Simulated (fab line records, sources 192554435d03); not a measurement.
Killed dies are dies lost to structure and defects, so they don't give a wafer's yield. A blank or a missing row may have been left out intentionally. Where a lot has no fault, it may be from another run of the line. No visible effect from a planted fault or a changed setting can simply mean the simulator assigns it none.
Matching of chambers + flow n5 finfet + rie diel-03 running N5_BEOL_M1_ETCH_74: 4 sister chambers
The step etches underlayer in N2/H2, target depth 6.5 nm, time 5.2 s. 8 wafers are shown with their chamber, then 12 later ones without.

== WAFERS WITH THEIR CHAMBER ==
| wafer  | chamber | showerhead plenum p Torr (Torr) | throttle valve pct (%) |
|--------|---------|---------------------------------|------------------------|
| L080.1 | 0       | 2.70                            | 17.47                  |
| L083.2 | 3       | 2.72                            | 17.87                  |
| L085.3 | 2       | 2.40                            | 17.96                  |
| L085.5 | 1       | 2.65                            | 18.17                  |
| L085.6 | 2       | 2.40                            | 17.96                  |
| L086.1 | 3       | 2.72                            | 17.88                  |
| L086.4 | 1       | 2.65                            | 18.16                  |
| L086.5 | 0       | 2.69                            | 17.47                  |

== WAFERS WHOSE CHAMBER IS MISSING ==
| wafer  | showerhead plenum p Torr (Torr) | throttle valve pct (%) |
|--------|---------------------------------|------------------------|
| L088.1 | 2.69                            | 17.45                  |
| L088.2 | 2.72                            | 17.89                  |
| L088.4 | 2.65                            | 18.16                  |
| L092.3 | 2.69                            | 17.48                  |
| L092.5 | 2.69                            | 17.47                  |
| L092.6 | 2.64                            | 18.21                  |
| L093.4 | 2.72                            | 17.87                  |
| L093.5 | 2.69                            | 17.50                  |
| L093.6 | 2.40                            | 17.97                  |
| L096.1 | 2.40                            | 17.98                  |
| L096.2 | 2.68                            | 17.49                  |
| L096.4 | 2.64                            | 18.20                  |

== WHICH CHAMBER EACH ONE RAN IN ==
| wafer  | from the rows above | in truth |
|--------|---------------------|----------|
| L088.1 | 0                   | 0        |
| L088.2 | 3                   | 3        |
| L088.4 | 1                   | 1        |
| L092.3 | 0                   | 0        |
| L092.5 | 0                   | 0        |
| L092.6 | 1                   | 1        |
| L093.4 | 3                   | 3        |
| L093.5 | 0                   | 0        |
| L093.6 | 2                   | 2        |
| L096.1 | 2                   | 2        |
| L096.2 | 0                   | 0        |
| L096.4 | 1                   | 1        |
Placed correctly: 12 of 12. Number that these rows cannot place: 0. Wrongly placed: 0.
How it was worked out, from the rows above alone: a wafer's distance from a chamber is the root of the sum, over the readings, of the square of ((its reading less the chamber's mean) divided by the reading's scatter). If the next closest chamber is less than 2 further off than the closest, the wafer can't be placed; otherwise it belongs to the closest. Each chamber's mean is taken over the wafers shown for it. The scatter is the square root of a quotient: the sum, over the shown wafers, of each reading's squared deviation from its chamber's mean, divided by wafers minus chambers.
